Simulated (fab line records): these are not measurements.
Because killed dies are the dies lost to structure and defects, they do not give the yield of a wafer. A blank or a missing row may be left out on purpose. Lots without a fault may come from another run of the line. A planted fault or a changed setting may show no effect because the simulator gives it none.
The tool behind it: which one? ; flow nand-harc ; 33 wafers from 11 lots sampled at 5 of the route's 1159 steps

WHAT THE GAUGES READ, wafer by wafer
NHARC_END_SORT_01.
lot;measured;on;killed-at-array
L781;day 21 16:07;prober-01;80 126 117
L784;day 21 08:16;prober-01;69 124 77
L794;day 23 22:02;prober-01;55 45 45

WHICH TOOL RAN EACH LOT (tool, then ch and the chambers of the sampled wafers, then the start)
lot;NHARC_A_WL_FILL_ALD_00;NHARC_THIN_TSV_DEGAS_49;NHARC_THIN_TSV_ETCH_36;NHARC_THIN_TSV_STRIP_56
L775;ald-hk-03 ch 1,2,3, day 15 01:38;pvd-sputter-03, day 19 08:57;rie-metal-01 ch 0,1, day 19 12:42;plasma-asher-02 ch 0,1, day 19 12:52
L781;ald-hk-03 ch 0,1,2, day 16 01:19;pvd-sputter-03, day 20 20:37;rie-metal-01 ch 0,1, day 21 00:18;plasma-asher-02 ch 0,1, day 21 00:29
L784;ald-hk-03 ch 1,3, day 16 11:34;pvd-sputter-03, day 20 19:31;rie-metal-03 ch 0,1, day 20 23:13;plasma-asher-01 ch 0,1, day 20 23:24
L794;ald-hk-03 ch 0,1,2, day 19 05:31;pvd-sputter-03, day 23 05:47;rie-metal-03 ch 0,1, day 23 09:49;plasma-asher-01 ch 0,1, day 23 10:02
L789;ald-hk-02 ch 0,1,3, day 19 05:32;pvd-sputter-03, day 22 23:08;rie-metal-01 ch 0,1, day 23 02:42;plasma-asher-02 ch 0,1, day 23 02:51
L792;ald-hk-01 ch 0,1,2, day 19 05:35;pvd-sputter-01, day 22 21:35;rie-metal-02 ch 0,1, day 23 01:17;plasma-asher-01 ch 0,1, day 23 01:28
L793;ald-hk-02 ch 0,1,2, day 19 08:41;pvd-sputter-01, day 23 06:46;rie-metal-02 ch 0,1, day 23 10:31;plasma-asher-01 ch 0,1, day 23 10:50
L797;ald-hk-01 ch 0,1,3, day 20 04:34;pvd-sputter-02, day 23 22:07;rie-metal-03 ch 0,1, day 24 01:41;plasma-asher-01 ch 0,1, day 24 01:53
L796;ald-hk-03 ch 1,2, day 20 04:35;pvd-sputter-03, day 24 01:08;rie-metal-02 ch 0,1, day 24 04:50;plasma-asher-01 ch 0,1, day 24 05:01
L795;ald-hk-02 ch 0,2,3, day 20 04:38;pvd-sputter-02, day 23 23:11;rie-metal-03 ch 0,1, day 24 02:46;plasma-asher-02 ch 0,1, day 24 02:52
L798;ald-hk-01 ch 1,2, day 20 13:01;pvd-sputter-02, day 24 04:11;rie-metal-01 ch 0,1, day 24 07:48;plasma-asher-02 ch 0,1, day 24 07:58
- NHARC_A_WL_FILL_ALD_00: deposits Al2O3, target thk 3 nm, pulse time 3 s, ald cycles 30.
- NHARC_THIN_TSV_DEGAS_49: time 120 s.
- NHARC_THIN_TSV_ETCH_36: etches the open film in Cl2/BCl3, target depth 65 nm, time 18.571 s.
- NHARC_THIN_TSV_STRIP_56: strips in O2.

THE ANSWER, worked out from the rows above alone
Rule: the lots themselves supply what counts as usual. The widest of any qualifying gaps counts: lots, ordered by their means at a reading, are off when they make up no more than a third of the lots, leave a main group of 4 or more, and stand apart from it by 3 or more times the standard deviation of that group's means. If all means in a main group match to the digits the tables above print for the reading, that group is not used. Also off: a lot with no number at a reading for which 4 or more lots have one. The other lots that the step has rows for count as sound.
No lot is off on any of the readings shown, so nothing can be concluded from this.

WHAT WAS PUT IN BY THE SIMULATOR
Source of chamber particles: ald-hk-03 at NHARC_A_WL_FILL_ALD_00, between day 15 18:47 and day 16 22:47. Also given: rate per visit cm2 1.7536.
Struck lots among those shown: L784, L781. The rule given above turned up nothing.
